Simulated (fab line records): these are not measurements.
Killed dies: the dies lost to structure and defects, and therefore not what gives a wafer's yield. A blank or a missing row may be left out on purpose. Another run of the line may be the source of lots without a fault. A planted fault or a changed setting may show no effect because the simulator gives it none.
The tool behind it: which one? -- flow nandHarc -- 11 lots with 33 wafers sampled at 4 steps, on a route of 1302 steps

== WHAT THE GAUGES READ, wafer by wafer ==
NHARC_P_M0_CD_MEAS_09 targets a cd of 90 nm. Usual: cdNm at 89.9 nm, with a standard deviation of 0.69.
lot,measured,on,cdNm (nm),flag
L601,day 7 01:25,cdSem-03,89.2 88.9 90.2,
L603,day 7 22:48,cdSem-02,88.5 89.0 89.7,
L605,day 8 08:42,cdSem-02,90.4 90.5 90.0,
L606,day 8 19:40,cdSem-02,90.6 90.4 89.1,
L608,day 9 23:44,cdSem-03,90.3 91.0 91.8,
L611,day 10 23:06,cdSem-03,90.9 91.1 90.6,
L612,day 11 09:28,cdSem-03,94.6 95.5 95.0,OFF
L616,day 12 23:58,cdSem-03,95.1 94.7 94.3,OFF
L620,day 14 23:27,cdSem-03,89.0 89.8 89.2,
L621,day 15 08:02,cdSem-03,89.0 89.0 88.7,
L622,day 15 11:33,cdSem-02,89.1 89.2 90.4,

== TOOL THAT RAN EACH LOT (tool first, then ch and the chambers of the sampled wafers, then the start) ==
lot,NHARC_P_CONTACT_ETCH_18,NHARC_P_CONTACT_DEGAS_38,NHARC_P_M0_PEB_07
L601,"rieDiel-12 ch 0,1, day 6 23:01 or earlier","pvdSputter-01, day 6 23:01","lithoTrack-04 ch 0, day 7 01:20"
L603,"rieDiel-05 ch 0,1, day 7 20:23 or earlier","pvdSputter-03, day 7 20:23","lithoTrack-04 ch 0, day 7 22:43"
L605,"rieDiel-11 ch 1,2,3, day 8 06:18 or earlier","pvdSputter-02, day 8 06:18","lithoTrack-01 ch 0, day 8 08:38"
L606,"rieDiel-05 ch 0,1,2, day 8 17:17 or earlier","pvdSputter-01, day 8 17:17","lithoTrack-04 ch 0, day 8 19:35"
L608,"rieDiel-05 ch 0,3, day 9 21:28 or earlier","pvdSputter-02, day 9 21:28","lithoTrack-01 ch 0, day 9 23:39"
L611,"rieDiel-11 ch 0,2,3, day 10 20:37 or earlier","pvdSputter-01, day 10 20:37","lithoTrack-01 ch 0, day 10 23:01"
L612,"rieDiel-12 ch 1,2, day 11 07:05 or earlier","pvdSputter-03, day 11 07:05","lithoTrack-01 ch 0, day 11 09:23"
L616,"rieDiel-05 ch 0,1,3, day 12 21:33 or earlier","pvdSputter-01, day 12 21:33","lithoTrack-01 ch 0, day 12 23:53"
L620,"rieDiel-12 ch 0,3, day 14 21:02 or earlier","pvdSputter-01, day 14 21:02","lithoTrack-04 ch 0, day 14 23:22"
L621,"rieDiel-11 ch 0,2,3, day 15 05:40 or earlier","pvdSputter-02, day 15 05:40","lithoTrack-06 ch 0, day 15 07:58"
L622,"rieDiel-12 ch 0,1,2, day 15 09:10 or earlier","pvdSputter-03, day 15 09:10","lithoTrack-04 ch 0, day 15 11:28"
- NHARC_P_CONTACT_ETCH_18: etches the open film in C4F8/O2/Ar, target depth 481 nm, time 240.5 s.
- NHARC_P_CONTACT_DEGAS_38: time 60 s.
- NHARC_P_M0_PEB_07: peb time 65 s.

== AS READ BY THE TOOLS THEMSELVES (means over the sampled wafers that have a number; for cases with no such wafer, the mark the record gives instead) ==
NHARC_P_CONTACT_ETCH_18. Usual: oesProductAu 0.957 a.u., standard deviation 0.021; rfVppV 980 V, standard deviation 5.5.
lot,tool,oesProductAu (a.u.),rfVppV (V),flag
L601,rieDiel-12,0.964,982,
L603,rieDiel-05,0.930,983,
L605,rieDiel-11,0.977,983,
L606,rieDiel-05,0.932,980,
L608,rieDiel-05,0.935,982,
L611,rieDiel-11,0.943,984,
L612,rieDiel-12,0.983,980,
L616,rieDiel-05,0.970,978,
L620,rieDiel-12,0.951,977,
L621,rieDiel-11,0.927,983,
L622,rieDiel-12,0.963,979,

NHARC_P_CONTACT_DEGAS_38. Usual: heaterPowerW at 453 W, with a standard deviation of 57.
lot,tool,heaterPowerW (W),flag
L601,pvdSputter-01,441,
L603,pvdSputter-03,455,
L605,pvdSputter-02,481,
L606,pvdSputter-01,492,
L608,pvdSputter-02,483,
L611,pvdSputter-01,407,
L612,pvdSputter-03,457,
L616,pvdSputter-01,451,
L620,pvdSputter-01,448,
L621,pvdSputter-02,519,
L622,pvdSputter-03,494,

NHARC_P_M0_PEB_07. Usual: heaterPowerTotalW at 156.6 W, with a standard deviation of 0.41.
lot,tool,heaterPowerTotalW (W),flag
L601,lithoTrack-04,156.4,
L603,lithoTrack-04,156.8,
L605,lithoTrack-01,156.5,
L606,lithoTrack-04,156.6,
L608,lithoTrack-01,156.2,
L611,lithoTrack-01,156.3,
L612,lithoTrack-01,156.3,
L616,lithoTrack-01,156.9,
L620,lithoTrack-04,156.6,
L621,lithoTrack-06,156.7,
L622,lithoTrack-04,156.8,

== THE ANSWER, worked out from the rows above alone ==
Rule: a lot counts as off when the mean over its wafers that have a number is more than 3 standard deviations away from the usual mean. Also off: a lot with no number at a reading for which 4 or more lots have one. The other lots that the step has rows for count as sound. First the gauges in route order, then the tools' own readings, where a lot's mean is used as printed above. The first step at which some lot is off is used, and at that step the reading that is off furthest; a lot without a number counts as furthest.
Off: L612, L616, at NHARC_P_M0_CD_MEAS_09 (cdNm).
If a tool, at a process step before that reading, ran all the lots that are off and no sound lot after the first of them, it fits. Gauges at NHARC_P_M0_CD_MEAS_09: tried the same way as those tools. NHARC_P_CONTACT_ETCH_18: start missing for some lots; hours and lot order therefore follow NHARC_P_CONTACT_DEGAS_38. One fits: NHARC_P_M0_PEB_07 on lithoTrack-01. A fault onset in the window from L611 (day 10 23:01, its last sound lot) to L612 (day 11 09:23, its first lot off) fits.

== WHAT THE SIMULATOR PUT IN ==
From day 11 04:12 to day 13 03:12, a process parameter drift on lithoTrack-01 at NHARC_P_M0_PEB_07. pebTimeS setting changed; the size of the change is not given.
Struck lots among those shown: L612, L616. The same result came from the rule above.
